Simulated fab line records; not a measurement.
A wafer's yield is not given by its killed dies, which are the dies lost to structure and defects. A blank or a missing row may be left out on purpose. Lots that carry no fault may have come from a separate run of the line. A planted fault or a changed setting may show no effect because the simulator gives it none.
Chamber matching + flow n5 finfet + rie diel-02 running N5_BEOL_M0_SAQP_ETCH_73: 4 sister chambers
The step etches SiARC in CF4, target depth 19.5 nm, time 32.5 s. 20 wafers are shown with their chamber, then 10 later ones without.

== WAFERS WITH THEIR CHAMBER ==
| wafer  | chamber | showerhead plenum p Torr (Torr) | drypump motor current A (A) | throttle valve pct (%) |
|--------|---------|---------------------------------|-----------------------------|------------------------|
| L077.1 | 2       | 2.23                            | 5.7                         | 15.61                  |
| L077.2 | 1       | 2.18                            | 6.0                         | 15.77                  |
| L077.4 | 0       | 2.18                            | 5.5                         | 15.71                  |
| L078.1 | 2       | 2.23                            | 5.7                         | 15.63                  |
| L078.2 | 0       | 2.18                            | 5.6                         | 15.73                  |
| L078.4 | 3       | 2.30                            | 5.7                         | 15.49                  |
| L079.1 | 2       | 2.23                            | 5.7                         | 15.61                  |
| L079.4 | 3       | 2.30                            | 5.7                         | 15.49                  |
| L079.6 | 3       | 2.29                            | 5.7                         | 15.48                  |
| L080.2 | 2       | 2.23                            | 5.7                         | 15.60                  |
| L080.3 | 0       | 2.18                            | 5.5                         | 15.74                  |
| L080.4 | 1       | 2.18                            | 6.0                         | 15.80                  |
| L081.3 | 0       | 2.18                            | 5.5                         | 15.75                  |
| L081.4 | 1       | 2.18                            | 6.0                         | 15.80                  |
| L081.6 | 1       | 2.18                            | 6.0                         | 15.81                  |
| L084.1 | 0       | 2.18                            | 5.6                         | 15.75                  |
| L084.3 | 1       | 2.17                            | 6.0                         | 15.81                  |
| L084.5 | 0       | 2.18                            | 5.6                         | 15.77                  |
| L086.1 | 3       | 2.29                            | 5.7                         | 15.50                  |
| L086.2 | 1       | 2.17                            | 6.0                         | 15.80                  |

SIGNATURES (averages over the wafers above)
| reading                  | chamber 0 | chamber 1 | chamber 2 | chamber 3 | scatter within a chamber |
|--------------------------|-----------|-----------|-----------|-----------|--------------------------|
| showerhead plenum p Torr | 2.1800    | 2.1767    | 2.2300    | 2.2950    | 0.00382                  |
| drypump motor current A  | 5.550     | 6.000     | 5.700     | 5.700     | 0.0306                   |
| throttle valve pct       | 15.7417   | 15.7983   | 15.6125   | 15.4900   | 0.0155                   |
Rule: for a wafer and a chamber, the distance is found by dividing, reading by reading, the gap between the wafer's reading and the chamber's mean by the reading's scatter, squaring, summing and taking the root. The wafer belongs to the nearest chamber; if the next one is less than 2 further off, it can't be placed. The scatter: take each reading less its chamber's mean, square it, sum over the shown wafers, divide by the number of wafers less the number of chambers, and take the root.

== WAFERS WITH NO CHAMBER GIVEN ==
| wafer  | showerhead plenum p Torr (Torr) | drypump motor current A (A) | throttle valve pct (%) |
|--------|---------------------------------|-----------------------------|------------------------|
| L086.3 | 2.17                            | 5.6                         | 15.78                  |
| L090.1 | 2.29                            | 5.7                         | 15.50                  |
| L090.5 | 2.17                            | 5.5                         | 15.77                  |
| L090.6 | 2.17                            | 6.0                         | 15.82                  |
| L093.2 | 2.29                            | 5.7                         | 15.52                  |
| L093.4 | 2.17                            | 5.6                         | 15.79                  |
| L093.6 | 2.17                            | 6.0                         | 15.84                  |
| L096.1 | 2.17                            | 5.5                         | 15.80                  |
| L096.3 | 2.17                            | 6.0                         | 15.84                  |
| L096.4 | 2.28                            | 5.7                         | 15.55                  |

== EACH ONE'S CHAMBER ==
| wafer  | from the rows above | in truth |
|--------|---------------------|----------|
| L086.3 | 0                   | 0        |
| L090.1 | 3                   | 3        |
| L090.5 | 0                   | 0        |
| L090.6 | 1                   | 1        |
| L093.2 | 3                   | 3        |
| L093.4 | 0                   | 0        |
| L093.6 | 1                   | 1        |
| L096.1 | 0                   | 0        |
| L096.3 | 1                   | 1        |
| L096.4 | 3                   | 3        |
Correctly placed: 10 of 10. Not placeable from these rows: 0. Wrongly placed: 0.
